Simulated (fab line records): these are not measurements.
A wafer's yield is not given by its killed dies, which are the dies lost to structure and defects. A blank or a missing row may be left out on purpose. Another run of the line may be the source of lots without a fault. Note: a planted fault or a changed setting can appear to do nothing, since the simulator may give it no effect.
Code-filled problem report in 8D (eight disciplines) form || flow n5Finfet || the parts of the form that need people (team, actions taken, sign-off) are left out

== 1. WHAT WENT WRONG ==
Wafers with no fault read 5.2 % with a standard deviation of 0.89, whereas sort_bin_5_function at N5_PASSIVATION_PROBE_49 reads a mean of 9.9 % on 1 wafer of 1 lot. That puts it +5.3 standard deviations away from the usual mean.
First seen on wafer L637.2, day 18 01:24, on prober-01. The record holds 7 wafers of 3 lots with a number at this step. Rule for "out" (also "out of limits"): further than 4 standard deviations from the usual mean. The other wafers with a number count as sound.

== 2. WHAT IT IS, WHAT IT ISN'T ==
{"question": "which readings at this step", "is": "sort_bin_5_function, killed_at_M0_to_M3", "is not": "killed_at_M4_up, killedAtContacts, killedAtFrontEnd, killedAtOther, killedOnRim, killedOpen, killedShort, sort_bin_6_memory"}
{"question": "which lots", "is": "L637", "is not": "L629, L639"}
{"question": "which wafers of those lots", "is": "L637.2", "is not": "L637.4, L637.5"}
{"question": "read on which tools", "is": "prober-01", "is not": "prober-02"}
{"question": "when", "is": "from day 18 01:24", "is not": "up to then (4 sound wafers); but 2 sound wafers of L637 came after"}

== 3. WHAT RULES OUT EACH SUSPECT ==
Counting: a tool at a process step up to the reading stays a suspect if it ran every lot that is out. Sound lots after the first of them don't rule it out here, since some wafers of a struck lot are sound.
- pvdSputter-01 at N5_BEOL_M3_HM_DEP_02 (deposits TiN, target thk 20 nm): kept. The lot that is out, L637, ran on it at day 11 10:49; the last sound lot it ran before that was L629, at day 9 02:42.
- rieDiel-06 at N5_PASSIVATION_DESCUM_46 (chemistry O2, time 7.9 s): kept. The lot that is out, L637, ran on it at day 17 22:18; the last sound lot it ran before that was L629, at day 15 10:07.
- prober-01 at N5_PASSIVATION_PROBE_49: kept. The lot that is out, L637, ran on it at day 18 01:24; the last sound lot it ran before that was L639, at day 17 03:46. Its own killed_at_M0_to_M3, sort_bin_5_function readings are out on those wafers.
- At N5_PASSIVATION_DESCUM_46, inside rieDiel-06: chamber 2 took the wafers that are out, while their sound lot-mates went through chambers 0, 1.
Still standing after the count: pvdSputter-01 at N5_BEOL_M3_HM_DEP_02, rieDiel-06 at N5_PASSIVATION_DESCUM_46, prober-01 at N5_PASSIVATION_PROBE_49.

== 4. THE CAUSE (what the simulator had put in) ==
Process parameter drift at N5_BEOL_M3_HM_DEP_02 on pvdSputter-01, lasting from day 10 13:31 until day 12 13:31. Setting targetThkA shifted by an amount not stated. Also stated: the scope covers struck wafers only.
After counting, 3 suspects remain, this tool included.

== 5. SEQUENCE OF EFFECTS, ordered by route ==
Rows list readings where the struck wafers' mean (over those with a number) sits beyond 3 standard deviations from the usual. Only readings whose record carries a usual standard deviation are examined. hours: median over the lots of the time between each lot's start at the first step of this table that gives one and its start at this step. sigmas: the change, counted in usual standard deviations.
{"hours": 0, "step": "N5_PASSIVATION_PROBE_49", "reading": "defectLimitedYield", "usual": "91.1 %", "on struck wafers": 85.9, "change": -5.2, "sigmas": -3.7}
{"hours": 0, "step": "N5_PASSIVATION_PROBE_49", "reading": "killed_at_M0_to_M3", "usual": 36, "on struck wafers": 88, "change": "+52", "sigmas": "+4.7"}
{"hours": 0, "step": "N5_PASSIVATION_PROBE_49", "reading": "killedDies", "usual": 105, "on struck wafers": 166, "change": "+61", "sigmas": "+3.8"}
{"hours": 0, "step": "N5_PASSIVATION_PROBE_49", "reading": "sort_bin_5_function", "usual": "5.2 %", "on struck wafers": 9.9, "change": "+4.7", "sigmas": "+5.3"}
{"hours": 0, "step": "N5_PASSIVATION_PROBE_49", "reading": "sortNPass", "usual": 1074, "on struck wafers": 1014, "change": -60, "sigmas": -3.8}
{"hours": 0, "step": "N5_PASSIVATION_PROBE_49", "reading": "sortYieldPct", "usual": "91.1 %", "on struck wafers": 85.9, "change": -5.2, "sigmas": -3.7}
Its process steps:
- N5_PASSIVATION_PROBE_49
Later steps that measure or inspect, where all struck wafers having a row at the step show a number for every such reading and not one has moved that far: N5_PASSIVATION_INSPECT_57.

== 6. HOW IT WOULD HAVE BEEN CAUGHT EARLIER ==
180 hours passed between the start of the fault at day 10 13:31 and the first reading out of limits in this record, taken at day 18 01:24.
No tool reading at N5_BEOL_M3_HM_DEP_02 that has a usual standard deviation in the record was out on any struck wafer, so an alarm limit of 4 standard deviations on those readings would not have fired.
Each of the lots that are out, 1 in all, had begun N5_BEOL_M3_HM_DEP_02 on pvdSputter-01 no later than day 18 01:24. None of them would have been spared by holding the tool at that moment.
